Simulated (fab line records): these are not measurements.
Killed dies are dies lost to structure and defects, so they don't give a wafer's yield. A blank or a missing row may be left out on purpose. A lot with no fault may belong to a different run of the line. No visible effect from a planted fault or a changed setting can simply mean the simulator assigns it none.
A struck lot beside a sound one :: flow nand harc :: 18 steps out of a route of 1159
Sound: wafers L390.1, L390.4, L390.6. Struck: wafer L401.6. At the end, the cause is stated.
Each step with rows lists, per side, the tool, then ch with its chambers, then its first start. Under that, the readings that differ: sound wafers :: struck wafers :: difference of the means :: sigmas: that difference in standard deviations of wafers without a fault.
alike: same words and numbers on both sides, and readings whose means sit less than 2 such deviations apart. not compared: any withheld reading, any reading some wafer has no value for, any bound like >300 that may hide the same value, and any number with overlapping values for which the record gives no deviation.
The two part at a step that has a row with sigmas, a row that says differs or no value, or rows on one side only. Numbers that have no deviation but don't overlap get no sigmas and don't part them. A reading missing from all wafers of one side parts the sides only when that side holds two or more wafers.

NHARC_A_M1_ETCH_35: etches the open film in N2/H2, target depth 40 nm, overetch 12 nm, time 43.94 s.
  sound on rie diel-03 ch 1,3, day 18 09:00; struck on rie diel-03 ch 0, day 20 12:47
  alike: chamber pressure mTorr, drypump motor current A, oes product au, rf fwd power W, rf vpp V, showerhead plenum p Torr, throttle valve pct
  not compared: rf hours counter h
then, 1 step without rows for these wafers: NHARC_A_M1_ETCH_15 (etches the open film in C4F8/Ar, target depth 182.5 nm, time 91.2 s).
NHARC_A_M1_CD_MEAS_16:
  sound: cd sem-02 at day 18 09:14; struck: cd sem-01 at day 20 12:59
  alike: cd nm
then, 1 step without rows for these wafers: NHARC_A_M1_STRIP_18 (strips in N2/H2).
NHARC_A_M1_ETCH_28: etches the open film in CF4/N2, target depth 30 nm, time 72.99 s.
  sound on rie diel-03 ch 2,3; struck on rie diel-03 ch 3
  alike: chamber pressure mTorr, drypump motor current A, oes product au, rf fwd power W, rf vpp V, showerhead plenum p Torr, throttle valve pct
  not compared: rf hours counter h
then, 2 steps without rows for these wafers: NHARC_A_M1_STRIP_19 (strips in post etch residue remover, time 600 s); NHARC_A_M1_DEGAS_29 (time 60 s).
NHARC_A_M1_PRE_CLEAN_30: time 30 s.
  sound on pvd sputter-03; struck on pvd sputter-03
  alike: heater power w
then, 1 step without rows for these wafers: NHARC_A_M1_PVD_20 (deposits TaN, target thk 5 nm, time 8.06 s).
NHARC_A_M1_PVD_21: deposits Cu, target thk 30 nm, time 20.49 s.
  sound on pvd sputter-03; struck on pvd sputter-03
reading: chamber pressure pa (Pa)
sound: 5.001 5.022 5.008
struck: 4.983
difference: -0.027
sigmas: -3
  alike: substrate temp c, throttle valve pct
then, 2 steps without rows for these wafers: NHARC_A_M1_ECD_22 (material Cu, target thk 400 nm); NHARC_A_M1_ANNEAL_31 (time 90 s).
NHARC_A_M1_CMP_23: polishes, t overpolish 20 s, target thk 154.34 nm.
  sound on cmp-01 ch 2,3, day 18 11:22; struck on cmp-01 ch 0, day 20 15:10
reading: time to endpoint s (s)
sound: 25.7 27.8 29.5
struck: 37.5
difference: +9.8
sigmas: +4
  alike: motor current A
NHARC_A_M1_THK_MEAS_24: measures by xrf.
  sound: film metro-02 at day 18 11:41; struck: film metro-01 at day 20 15:21
reading: thk nm (nm)
sound: 155.9 155.8 155.4
struck: 159.2
difference: +3.5
sigmas: +2
  not compared: hold
following that, these wafers have no rows for 1 step: NHARC_A_M1_SRD_25.
NHARC_A_M1_INSPECT_27:
  sound: defect inspect-02 at day 18 11:50; struck: defect inspect-02 at day 20 15:41
reading: raw defect count
sound: 301 435 534
struck: 4710
difference: +4287
sigmas: +39
  not compared: hold
NHARC_A_M1_PRE_CLEAN_32: time 12 s.
  sound on pecvd-02 ch 0,1, day 18 12:49; struck on pecvd-02 ch 0, day 20 18:04
reading: hold
sound: - - -
struck: await dispo/2.2h/release
difference: no value on the sound wafers
sigmas: 
  alike: heater power w, rf fwd power W
-- jump in the record: it breaks off in module A_M1 and resumes in module END (first step shown: number 1159 of the route), and 2 days separate the struck wafers' starts before and after --
NHARC_END_SORT_01:
  here the record holds rows for the struck wafers (prober-02 ch 0, day 22 22:22) but none for the sound ones

== WHERE THEY PART ==
Last at NHARC_END_SORT_01 as far as this record goes, first at NHARC_A_M1_PVD_21.

WHY: what had been put in by the simulator
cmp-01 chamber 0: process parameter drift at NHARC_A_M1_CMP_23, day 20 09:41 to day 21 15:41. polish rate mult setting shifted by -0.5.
